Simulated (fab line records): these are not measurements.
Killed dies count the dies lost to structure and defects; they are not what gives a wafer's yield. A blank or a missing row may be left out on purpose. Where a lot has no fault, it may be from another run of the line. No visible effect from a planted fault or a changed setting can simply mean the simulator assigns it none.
Matching of chambers | flow nandHarc | 3 sister chambers for NHARC_A_CHANNEL_HOLE_D1_DEP_01 on pecvd-03
The step deposits SiON, target thk 140 nm. 3 wafers are shown with their chamber, then 8 later ones without.

## WAFERS, EACH WITH ITS CHAMBER
wafer  | chamber | heaterPowerW (W)
L085.5 | 0       | 926
L085.6 | 2       | 839
L092.1 | 1       | 687

## WAFERS WITHOUT THEIR CHAMBER
wafer  | heaterPowerW (W)
L092.4 | 791
L092.6 | 736
L093.2 | 696
L093.4 | 903
L093.6 | 689
L097.1 | 770
L097.4 | 773
L097.5 | 641

## WHICH CHAMBER EACH ONE RAN IN
wafer  | from the rows above          | in truth
L092.4 | can't be placed: 2 or 1 or 0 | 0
L092.6 | can't be placed: 1 or 2      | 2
L093.2 | 1                            | 1
L093.4 | can't be placed: 0 or 2      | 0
L093.6 | 1                            | 1
L097.1 | can't be placed: 2 or 1 or 0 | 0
L097.4 | can't be placed: 2 or 1 or 0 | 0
L097.5 | 1                            | 1
Correctly placed: 3 of 8. Unplaceable from these rows: 5, with the true chamber sitting among the candidates in 5. Wrongly placed: 0.
How it was worked out, from the rows above alone: a wafer's distance from a chamber is the root of the sum, over the readings, of the square of ((its reading less the chamber's mean) divided by the reading's scatter). The wafer belongs to the nearest chamber; if the next one is less than 2 further off, it can't be placed. Each chamber's mean is taken over the wafers shown for it. The scatter: root of mean squared gap, hidden wafer to nearest shown wafer, with one shown wafer a chamber.
